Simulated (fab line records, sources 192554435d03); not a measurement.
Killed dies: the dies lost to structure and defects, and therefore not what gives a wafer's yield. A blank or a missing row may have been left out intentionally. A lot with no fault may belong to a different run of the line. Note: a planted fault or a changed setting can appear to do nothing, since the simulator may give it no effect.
Chamber matching || flow n5 finfet || 4 sister chambers for N5_HKMG_FIN_ETCH_67 on rie diel-03
The step etches SOC in N2/H2, stops on TiN, target depth 388.9 nm. 4 wafers are shown with their chamber, then 10 later ones without.

== WAFERS WITH THEIR CHAMBER ==
{"wafer": "L079.2", "chamber": 1, "drypump motor current A (A)": 5.8}
{"wafer": "L087.5", "chamber": 0, "drypump motor current A (A)": 5.0}
{"wafer": "L089.1", "chamber": 2, "drypump motor current A (A)": 5.2}
{"wafer": "L089.3", "chamber": 3, "drypump motor current A (A)": 4.9}

== WAFERS WHOSE CHAMBER IS MISSING ==
{"wafer": "L089.5", "drypump motor current A (A)": 5.8}
{"wafer": "L091.1", "drypump motor current A (A)": 5.0}
{"wafer": "L091.3", "drypump motor current A (A)": 5.3}
{"wafer": "L091.6", "drypump motor current A (A)": 4.9}
{"wafer": "L096.3", "drypump motor current A (A)": 4.8}
{"wafer": "L096.5", "drypump motor current A (A)": 5.8}
{"wafer": "L096.6", "drypump motor current A (A)": 5.2}
{"wafer": "L097.1", "drypump motor current A (A)": 5.0}
{"wafer": "L097.3", "drypump motor current A (A)": 5.8}
{"wafer": "L097.5", "drypump motor current A (A)": 5.2}

== CHAMBER TAKEN BY EACH ==
{"wafer": "L089.5", "from the rows above": 1, "in truth": 1}
{"wafer": "L091.1", "from the rows above": 0, "in truth": 0}
{"wafer": "L091.3", "from the rows above": 2, "in truth": 2}
{"wafer": "L091.6", "from the rows above": 3, "in truth": 3}
{"wafer": "L096.3", "from the rows above": 3, "in truth": 3}
{"wafer": "L096.5", "from the rows above": 1, "in truth": 1}
{"wafer": "L096.6", "from the rows above": 2, "in truth": 2}
{"wafer": "L097.1", "from the rows above": 0, "in truth": 0}
{"wafer": "L097.3", "from the rows above": 1, "in truth": 1}
{"wafer": "L097.5", "from the rows above": 2, "in truth": 2}
Correct placement for 10 of the 10. Number that these rows cannot place: 0. Number placed wrongly: 0.
How it was worked out, from the rows above alone: a wafer's distance from a chamber is the root of the sum, over the readings, of the square of ((its reading less the chamber's mean) divided by the reading's scatter). The wafer belongs to the nearest chamber; if the next one is less than 2 further off, it can't be placed. Each chamber's mean is taken over the wafers shown for it. The scatter: with one shown wafer a chamber, the root of the mean of the squares of how far each hidden wafer lies from its nearest shown one.
